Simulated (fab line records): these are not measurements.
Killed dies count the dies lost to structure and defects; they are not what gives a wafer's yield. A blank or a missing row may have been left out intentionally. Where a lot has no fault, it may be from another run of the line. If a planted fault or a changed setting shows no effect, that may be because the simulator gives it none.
Matching of chambers :: flow nand_harc :: NHARC_P_ZERO_WELL_DESCUM_54 on rie_diel-12: 4 sister chambers
The step chemistry O2, time 3 s. 24 wafers are shown with their chamber, then 12 later ones without.

WAFERS PAIRED WITH THEIR CHAMBERS
wafer: L074.1
chamber: 1
showerhead_plenum_p_Torr (Torr): 1.81
drypump_motor_current_A (A): 6.20
oes_product_au (a.u.): 1.015

wafer: L074.2
chamber: 0
showerhead_plenum_p_Torr (Torr): 2.07
drypump_motor_current_A (A): 5.57
oes_product_au (a.u.): 1.001

wafer: L074.3
chamber: 2
showerhead_plenum_p_Torr (Torr): 1.92
drypump_motor_current_A (A): 6.10
oes_product_au (a.u.): 1.008

wafer: L077.1
chamber: 3
showerhead_plenum_p_Torr (Torr): 2.00
drypump_motor_current_A (A): 5.59
oes_product_au (a.u.): 1.026

wafer: L077.3
chamber: 0
showerhead_plenum_p_Torr (Torr): 2.07
drypump_motor_current_A (A): 5.55
oes_product_au (a.u.): 0.995

wafer: L077.4
chamber: 0
showerhead_plenum_p_Torr (Torr): 2.07
drypump_motor_current_A (A): 5.56
oes_product_au (a.u.): 1.001

wafer: L078.2
chamber: 2
showerhead_plenum_p_Torr (Torr): 1.91
drypump_motor_current_A (A): 6.19
oes_product_au (a.u.): 1.012

wafer: L078.5
chamber: 0
showerhead_plenum_p_Torr (Torr): 2.07
drypump_motor_current_A (A): 5.56
oes_product_au (a.u.): 1.001

wafer: L078.6
chamber: 1
showerhead_plenum_p_Torr (Torr): 1.81
drypump_motor_current_A (A): 6.19
oes_product_au (a.u.): 1.009

wafer: L081.1
chamber: 1
showerhead_plenum_p_Torr (Torr): 1.81
drypump_motor_current_A (A): 6.20
oes_product_au (a.u.): 1.010

wafer: L081.2
chamber: 3
showerhead_plenum_p_Torr (Torr): 2.00
drypump_motor_current_A (A): 5.60
oes_product_au (a.u.): 1.023

wafer: L081.5
chamber: 3
showerhead_plenum_p_Torr (Torr): 2.00
drypump_motor_current_A (A): 5.61
oes_product_au (a.u.): 1.026

wafer: L082.1
chamber: 1
showerhead_plenum_p_Torr (Torr): 1.81
drypump_motor_current_A (A): 6.18
oes_product_au (a.u.): 1.003

wafer: L082.2
chamber: 0
showerhead_plenum_p_Torr (Torr): 2.07
drypump_motor_current_A (A): 5.55
oes_product_au (a.u.): 1.002

wafer: L082.5
chamber: 0
showerhead_plenum_p_Torr (Torr): 2.07
drypump_motor_current_A (A): 5.55
oes_product_au (a.u.): 1.013

wafer: L083.1
chamber: 0
showerhead_plenum_p_Torr (Torr): 2.07
drypump_motor_current_A (A): 5.54
oes_product_au (a.u.): 0.997

wafer: L083.2
chamber: 3
showerhead_plenum_p_Torr (Torr): 2.00
drypump_motor_current_A (A): 5.59
oes_product_au (a.u.): 1.019

wafer: L083.5
chamber: 0
showerhead_plenum_p_Torr (Torr): 2.07
drypump_motor_current_A (A): 5.54
oes_product_au (a.u.): 0.997

wafer: L084.4
chamber: 3
showerhead_plenum_p_Torr (Torr): 2.00
drypump_motor_current_A (A): 5.59
oes_product_au (a.u.): 1.019

wafer: L084.5
chamber: 1
showerhead_plenum_p_Torr (Torr): 1.81
drypump_motor_current_A (A): 6.19
oes_product_au (a.u.): 1.010

wafer: L084.6
chamber: 2
showerhead_plenum_p_Torr (Torr): 1.91
drypump_motor_current_A (A): 6.13
oes_product_au (a.u.): 1.008

wafer: L085.1
chamber: 3
showerhead_plenum_p_Torr (Torr): 2.00
drypump_motor_current_A (A): 5.59
oes_product_au (a.u.): 1.031

wafer: L085.4
chamber: 1
showerhead_plenum_p_Torr (Torr): 1.81
drypump_motor_current_A (A): 6.20
oes_product_au (a.u.): 1.018

wafer: L085.6
chamber: 1
showerhead_plenum_p_Torr (Torr): 1.81
drypump_motor_current_A (A): 6.23
oes_product_au (a.u.): 1.009

SIGNATURES (means of the wafers above)
reading: showerhead_plenum_p_Torr
chamber 0: 2.0700
chamber 1: 1.8100
chamber 2: 1.9133
chamber 3: 2.0000
scatter within a chamber: 0.00183

reading: drypump_motor_current_A
chamber 0: 5.5525
chamber 1: 6.1986
chamber 2: 6.1400
chamber 3: 5.5950
scatter within a chamber: 0.0184

reading: oes_product_au
chamber 0: 1.00087
chamber 1: 1.01057
chamber 2: 1.00933
chamber 3: 1.02400
scatter within a chamber: 0.00484
Rule: for each reading, subtract the chamber's mean from the wafer's reading, divide by that reading's scatter and square the result; add these up over the readings and take the root, which gives the wafer's distance from the chamber. The wafer belongs to the nearest chamber; if the next one is less than 2 further off, it can't be placed. The scatter: the root of (the sum of the squares of (reading less its chamber's mean) over the shown wafers, divided by (wafers less chambers)).

WAFERS MISSING THEIR CHAMBER
wafer: L091.1
showerhead_plenum_p_Torr (Torr): 1.80
drypump_motor_current_A (A): 6.18
oes_product_au (a.u.): 1.012

wafer: L091.2
showerhead_plenum_p_Torr (Torr): 2.07
drypump_motor_current_A (A): 5.54
oes_product_au (a.u.): 0.992

wafer: L091.3
showerhead_plenum_p_Torr (Torr): 2.00
drypump_motor_current_A (A): 5.59
oes_product_au (a.u.): 1.023

wafer: L092.1
showerhead_plenum_p_Torr (Torr): 1.91
drypump_motor_current_A (A): 6.14
oes_product_au (a.u.): 0.995

wafer: L092.2
showerhead_plenum_p_Torr (Torr): 1.80
drypump_motor_current_A (A): 6.19
oes_product_au (a.u.): 1.013

wafer: L092.6
showerhead_plenum_p_Torr (Torr): 1.80
drypump_motor_current_A (A): 6.20
oes_product_au (a.u.): 1.024

wafer: L093.1
showerhead_plenum_p_Torr (Torr): 1.91
drypump_motor_current_A (A): 6.12
oes_product_au (a.u.): 1.007

wafer: L093.3
showerhead_plenum_p_Torr (Torr): 1.80
drypump_motor_current_A (A): 6.17
oes_product_au (a.u.): 1.017

wafer: L093.6
showerhead_plenum_p_Torr (Torr): 1.91
drypump_motor_current_A (A): 6.15
oes_product_au (a.u.): 1.003

wafer: L095.3
showerhead_plenum_p_Torr (Torr): 1.80
drypump_motor_current_A (A): 6.17
oes_product_au (a.u.): 1.006

wafer: L095.4
showerhead_plenum_p_Torr (Torr): 2.07
drypump_motor_current_A (A): 5.58
oes_product_au (a.u.): 0.997

wafer: L095.5
showerhead_plenum_p_Torr (Torr): 1.91
drypump_motor_current_A (A): 6.12
oes_product_au (a.u.): 0.992

WHICH CHAMBER EACH ONE RAN IN
wafer: L091.1
from the rows above: 1
in truth: 1

wafer: L091.2
from the rows above: 0
in truth: 0

wafer: L091.3
from the rows above: 3
in truth: 3

wafer: L092.1
from the rows above: 2
in truth: 2

wafer: L092.2
from the rows above: 1
in truth: 1

wafer: L092.6
from the rows above: 1
in truth: 1

wafer: L093.1
from the rows above: 2
in truth: 2

wafer: L093.3
from the rows above: 1
in truth: 1

wafer: L093.6
from the rows above: 2
in truth: 2

wafer: L095.3
from the rows above: 1
in truth: 1

wafer: L095.4
from the rows above: 0
in truth: 0

wafer: L095.5
from the rows above: 2
in truth: 2
12 of 12 placed correctly. Number that these rows cannot place: 0. 0 placed wrongly.
